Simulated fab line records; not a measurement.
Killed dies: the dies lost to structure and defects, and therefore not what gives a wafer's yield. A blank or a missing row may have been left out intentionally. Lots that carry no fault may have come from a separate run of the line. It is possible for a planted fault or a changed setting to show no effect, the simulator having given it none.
Split-lot trial | flow n5_finfet | 21 wafers read from 7 lots, route of 1938 steps

ON THE SPLIT
At N5_PMOS_HMC_CHANNEL_EPI_PEB_07 (peb time 60 s), the setting peb_time_s was moved away from the recipe's 60 s on 6 of the 21 wafers read, by -12.6% to +21.3%. The other wafers ran this setting at the recipe's value.

FROM THE SPLIT TO THE READING: what the file shows between them, 1 step
- N5_PMOS_HMC_CHANNEL_EPI_DEVELOP_08: develop time 30 s (also split here: develop_time_s)

THE READING
cd_nm at N5_PMOS_HMC_CHANNEL_EPI_CD_MEAS_09, given in nm (cd target 237.4 nm). Typical for fault-free wafers on this fab line: 236.9 nm, with standard deviation 0.91 nm.

wafer  | tool, chamber at the split | peb_time_s as run, s | against the recipe | cd_nm, nm | against lot-mates on the recipe
L075.3 | litho_track-03, 0          | 60                   | recipe             | 236.0     | -
L075.4 | litho_track-03, 0          | 60                   | recipe             | 237.5     | -
L075.6 | litho_track-03, 0          | 72.79                | +21.3%             | 243.5     | +6.8
L076.3 | litho_track-03, 0          | 60                   | recipe             | 236.1     | -
L076.5 | litho_track-03, 0          | 52.46                | -12.6%             | 230.4     | -5.7
L076.6 | litho_track-03, 0          | 52.46                | -12.6%             | 228.6     | -7.5
L080.1 | litho_track-03, 0          | 60                   | recipe             | 236.1     | -
L080.2 | litho_track-03, 0          | 60                   | recipe             | 235.9     | -
L080.3 | litho_track-03, 0          | 53.93                | -10.1%             | 231.4     | -4.6
L081.1 | litho_track-01, 0          | 60                   | recipe             | 238.6     | -
L081.2 | litho_track-01, 0          | 60                   | recipe             | 238.2     | -
L081.4 | litho_track-01, 0          | 60                   | recipe             | 237.8     | -
L083.2 | litho_track-05, 0          | 60                   | recipe             | 236.8     | -
L083.5 | litho_track-05, 0          | 60                   | recipe             | 237.4     | -
L083.6 | litho_track-05, 0          | 60                   | recipe             | 236.3     | -
L085.4 | litho_track-01, 0          | 66.65                | +11.1%             | 239.7     | +2.4
L085.5 | litho_track-01, 0          | 60                   | recipe             | 237.3     | -
L085.6 | litho_track-01, 0          | 66.65                | +11.1%             | 240.7     | +3.4
L092.2 | litho_track-01, 0          | 60                   | recipe             | 235.4     | -
L092.5 | litho_track-01, 0          | 60                   | recipe             | 237.0     | -
L092.6 | litho_track-01, 0          | 60                   | recipe             | 235.5     | -

FIT RESULTS
A straight line over all 21 wafers: cd_nm changes by +0.412 nm for each +1% of peb_time_s; r = +0.93; the points scatter about the line by 1.2 nm.
The same after taking each lot's own level away (the mean of its wafers on the recipe; 21 wafers): +0.379 nm for each +1%; r = +0.96; scatter 0.89 nm.
That fit puts the effect of the largest move of peb_time_s on the reading at 8.1 nm.
The span of the lots' own levels, 235.97 to 238.20 nm, comes to 2.5 times the standard deviation stated above.
Consequently the slope shifts little with the lot-to-lot level, the two slopes agreeing.
Check: with one of the wafers moved furthest among these (+21.3%) left out of the fit, the line predicts +8.41 nm for it against its lot-mates. Against them it came out at +6.75 nm.

ADDITIONAL SPLITS CARRIED BY THESE WAFERS
These wafers also went through other splits before the reading. Each is held against what the fit with the lots' levels taken away leaves over:
other split on the same wafers                    | wafers away from the commonest value | r with cd_nm (lot level and that fit taken away)
N5_WELL_APT_COAT_02 spin_rpm                      | 6                                    | +0.08
N5_PMOS_HMC_CHANNEL_EPI_DEVELOP_08 develop_time_s | 8                                    | +0.34

THE WHOLE CHAIN: every reading that the file lists as answering this split, in the file's order
step                               | what it does                                                           | reading                                                                     | change (the file's fit)               | r (the file's)
N5_PMOS_HMC_CHANNEL_EPI_CD_MEAS_09 | target cd 237.4 nm                                                     | cd_nm                                                                       | +0.363 nm for each +1% of the setting | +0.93
N5_PMOS_HMC_CHANNEL_EPI_DESCUM_14  | chemistry O2, time 7.9 s                                               | PMOS_HMC_CHANNEL_EPI.cd_nm (the simulator's own value, which no gauge read) | +0.353 nm for each +1% of the setting | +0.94
N5_PMOS_HMC_CHANNEL_EPI_ETCH_32    | etches BARC in N2/H2, stops on SiO2, target depth 85.8 nm, time 50.3 s | PMOS_HMC_CHANNEL_EPI.cd_nm (the simulator's own value, which no gauge read) | +0.368 nm for each +1% of the setting | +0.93

THE FILE'S OWN FIT
cd_nm changes by +0.363 nm for each +1% of peb_time_s, r = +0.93.
